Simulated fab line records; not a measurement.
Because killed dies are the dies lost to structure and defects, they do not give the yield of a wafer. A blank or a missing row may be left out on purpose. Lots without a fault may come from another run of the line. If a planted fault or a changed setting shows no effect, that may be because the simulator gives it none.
What tool caused it?    flow nandHarc    13 lots, 39 wafers sampled, at 4 steps of a route of 1302

WHAT EACH GAUGE READ, for each wafer
NHARC_P_GATE_CD_MEAS_33.
lot   measured      on        cdNm (nm)
L873  day 6 03:35   cdSem-02  118 121 121
L874  day 6 13:43   cdSem-01  126 126 122
L875  day 6 19:25   cdSem-02  118 123 120
L876  day 7 04:38   cdSem-02  128 121 126
L877  day 7 15:06   cdSem-03  124 121 125
L878  day 7 21:38   cdSem-01  118 121 116
L879  day 8 08:53   cdSem-03  119 118 121
L881  day 9 09:14   cdSem-03  119 115 121
L889  day 12 13:00  cdSem-02  124 123 117
L891  day 13 14:36  cdSem-02  120 120 119
L892  day 13 21:11  cdSem-01  123 117 116
L893  day 14 02:32  cdSem-02  121 121 118
L894  day 14 16:24  cdSem-01  118 120 116

NHARC_P_GATE_CD_MEAS_46: target cd 720 nm.
lot   measured      on        cdNm (nm)
L873  day 6 14:35   cdSem-01  717.9 716.7 719.7
L874  day 7 00:46   cdSem-02  718.7 719.5 718.0
L875  day 7 06:19   cdSem-01  719.2 723.1 721.5
L876  day 7 15:33   cdSem-01  720.2 718.1 719.8
L877  day 8 01:56   cdSem-03  719.0 720.3 719.8
L878  day 8 08:30   cdSem-03  720.7 718.2 719.7
L879  day 8 19:50   cdSem-02  721.6 722.1 719.4
L881  day 9 20:15   cdSem-02  690.8 692.9 688.7
L889  day 12 23:59  cdSem-02  718.5 722.6 722.1
L891  day 14 03:43  cdSem-01  722.1 716.7 718.2
L892  day 14 08:11  cdSem-03  721.4 718.2 712.8
L893  day 14 13:29  cdSem-01  720.8 720.8 719.3
L894  day 15 03:23  cdSem-02  720.6 721.6 719.4

EACH LOT AND THE TOOL THAT RAN IT (in order: tool; ch and the chambers of the sampled wafers; start)
lot   NHARC_P_GATE_DEP_103             NHARC_P_GATE_EXPOSE_43
L873  pecvd-04 ch 0,2, day 6 02:05     krfScanner-04 ch 0, day 6 14:26
L874  pecvd-02 ch 0,1, day 6 12:11     krfScanner-02 ch 0, day 7 00:37
L875  pecvd-04 ch 0,1, day 6 17:46     krfScanner-02 ch 0, day 7 06:10
L876  pecvd-04 ch 0,1, day 7 02:57     krfScanner-01 ch 0, day 7 15:23
L877  pecvd-01 ch 0,1,2, day 7 13:31   krfScanner-01 ch 0, day 8 01:47
L878  pecvd-02 ch 0,1,2, day 7 19:55   krfScanner-01 ch 0, day 8 08:20
L879  pecvd-04 ch 0,1, day 8 07:22     krfScanner-02 ch 0, day 8 19:41
L881  pecvd-01 ch 0,2, day 9 07:36     krfScanner-01 ch 0, day 9 20:06
L889  pecvd-01 ch 0,2, day 12 11:19    krfScanner-01 ch 0, day 12 23:49
L891  pecvd-01 ch 1,2, day 13 12:56    krfScanner-02 ch 0, day 14 03:34
L892  pecvd-02 ch 0,1,2, day 13 19:31  krfScanner-04 ch 0, day 14 08:01
L893  pecvd-04 ch 1,2, day 14 00:53    krfScanner-04 ch 0, day 14 13:19
L894  pecvd-04 ch 0,1, day 14 14:45    krfScanner-01 ch 0, day 15 03:13
- NHARC_P_GATE_DEP_103: deposits SiON, target thk 30 nm.
- NHARC_P_GATE_EXPOSE_43: exposes mask P NSD, target cd 720 nm.

WHAT THE TOOLS THEMSELVES READ (means of the sampled wafers that have a number; where no wafer has one, the mark that the record gives instead)
NHARC_P_GATE_DEP_103.
lot   tool      heaterPowerW (W)  rfFwdPowerW (W)
L873  pecvd-04  793               348.5
L874  pecvd-02  671               348.4
L875  pecvd-04  714               349.6
L876  pecvd-04  711               348.3
L877  pecvd-01  771               349.3
L878  pecvd-02  700               347.0
L879  pecvd-04  816               348.4
L881  pecvd-01  804               348.7
L889  pecvd-01  789               347.8
L891  pecvd-01  794               348.0
L892  pecvd-02  709               347.5
L893  pecvd-04  703               348.2
L894  pecvd-04  793               346.9

THE ANSWER, worked out from the rows above alone
Rule: the lots themselves supply what counts as usual. Put in order of their means at a reading, lots are off if they are a third of the lots or fewer, leave a main group of 4 or more, and stand apart from it by a gap of 3 or more times the standard deviation of the main group's means; of several such gaps the widest counts. The tables above print the reading to a certain number of digits; a main group whose means all agree to those digits is not used. Also off: a lot with no number at a reading for which 4 or more lots have one. All remaining lots with rows at the step are treated as sound. The gauges are gone through in route order, then the tools' own readings, and for those a lot's mean is taken as printed above. At the first step where some lot is off, the reading lying furthest off is the one used; lots without a number count as furthest.
Off: L881 (NHARC_P_GATE_CD_MEAS_46, cdNm). The main group: mean 719.7 nm, standard deviation 1.2.
A tool fits if, at a process step before that reading, it ran every lot that is off, and no sound lot after the first of them. The gauges at NHARC_P_GATE_CD_MEAS_46 are tried like those tools. Not one of the candidates tried fits.

WHAT HAD BEEN PUT IN BY THE SIMULATOR
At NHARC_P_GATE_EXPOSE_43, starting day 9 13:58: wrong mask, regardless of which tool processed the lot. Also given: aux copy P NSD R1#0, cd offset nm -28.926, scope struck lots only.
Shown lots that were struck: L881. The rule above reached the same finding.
